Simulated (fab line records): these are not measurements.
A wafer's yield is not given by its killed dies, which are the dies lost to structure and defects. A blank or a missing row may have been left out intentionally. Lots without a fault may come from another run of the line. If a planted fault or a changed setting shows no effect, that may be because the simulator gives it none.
Chamber matching + flow n5-finfet + N5_HKMG_FIN_ALD_74 on ald-hk-01: 4 sister chambers
The step deposits La2O3, target thk 0.5 nm, pulse time 6 s, co reactant pulse time 1 s. 16 wafers are shown with their chamber, then 8 later ones without.

## EACH WAFER AND ITS CHAMBER
| wafer  | chamber | heater-power-w (W) | precursor-pulse-height-rel |
|--------|---------|--------------------|----------------------------|
| L085.2 | 1       | 332                | 1.011                      |
| L085.3 | 2       | 328                | 1.015                      |
| L085.4 | 0       | 339                | 1.049                      |
| L087.2 | 2       | 328                | 1.007                      |
| L087.4 | 3       | 357                | 0.982                      |
| L087.5 | 2       | 323                | 0.995                      |
| L088.1 | 3       | 365                | 0.998                      |
| L088.2 | 0       | 339                | 0.977                      |
| L088.3 | 2       | 330                | 0.960                      |
| L088.4 | 1       | 333                | 1.025                      |
| L088.5 | 0       | 340                | 0.988                      |
| L088.6 | 1       | 336                | 0.978                      |
| L089.3 | 0       | 336                | 1.014                      |
| L089.4 | 2       | 328                | 0.958                      |
| L089.5 | 2       | 327                | 0.994                      |
| L093.1 | 2       | 330                | 0.990                      |

SIGNATURES (averages over the wafers above)
| reading                    | chamber 0 | chamber 1 | chamber 2 | chamber 3 | scatter within a chamber |
|----------------------------|-----------|-----------|-----------|-----------|--------------------------|
| heater-power-w             | 338.50    | 333.67    | 327.71    | 361.00    | 2.63                     |
| precursor-pulse-height-rel | 1.00700   | 1.00467   | 0.98843   | 0.99000   | 0.0245                   |
Rule: a wafer's distance from a chamber is the root of the sum, over the readings, of the square of ((its reading less the chamber's mean) divided by the reading's scatter). If the next closest chamber is less than 2 further off than the closest, the wafer can't be placed; otherwise it belongs to the closest. The scatter: the root of (the sum of the squares of (reading less its chamber's mean) over the shown wafers, divided by (wafers less chambers)).

## WAFERS WHOSE CHAMBER IS MISSING
| wafer  | heater-power-w (W) | precursor-pulse-height-rel |
|--------|--------------------|----------------------------|
| L093.4 | 334                | 1.014                      |
| L093.5 | 336                | 1.019                      |
| L094.1 | 332                | 0.982                      |
| L094.2 | 336                | 0.984                      |
| L094.3 | 335                | 1.009                      |
| L097.4 | 337                | 1.027                      |
| L097.5 | 355                | 0.984                      |
| L097.6 | 335                | 0.954                      |

## WHICH CHAMBER EACH WENT THROUGH
| wafer  | from the rows above          | in truth |
|--------|------------------------------|----------|
| L093.4 | can't be placed: 1 or 0      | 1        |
| L093.5 | can't be placed: 1 or 0      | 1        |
| L094.1 | can't be placed: 1 or 2 or 0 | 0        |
| L094.2 | can't be placed: 1 or 0 or 2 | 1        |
| L094.3 | can't be placed: 1 or 0      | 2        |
| L097.4 | can't be placed: 0 or 1      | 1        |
| L097.5 | 3                            | 3        |
| L097.6 | can't be placed: 1 or 0 or 2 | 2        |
1 of 8 placed correctly. Can't be placed from these rows: 7 (the true chamber is among the candidates in 6). Number placed wrongly: 0.
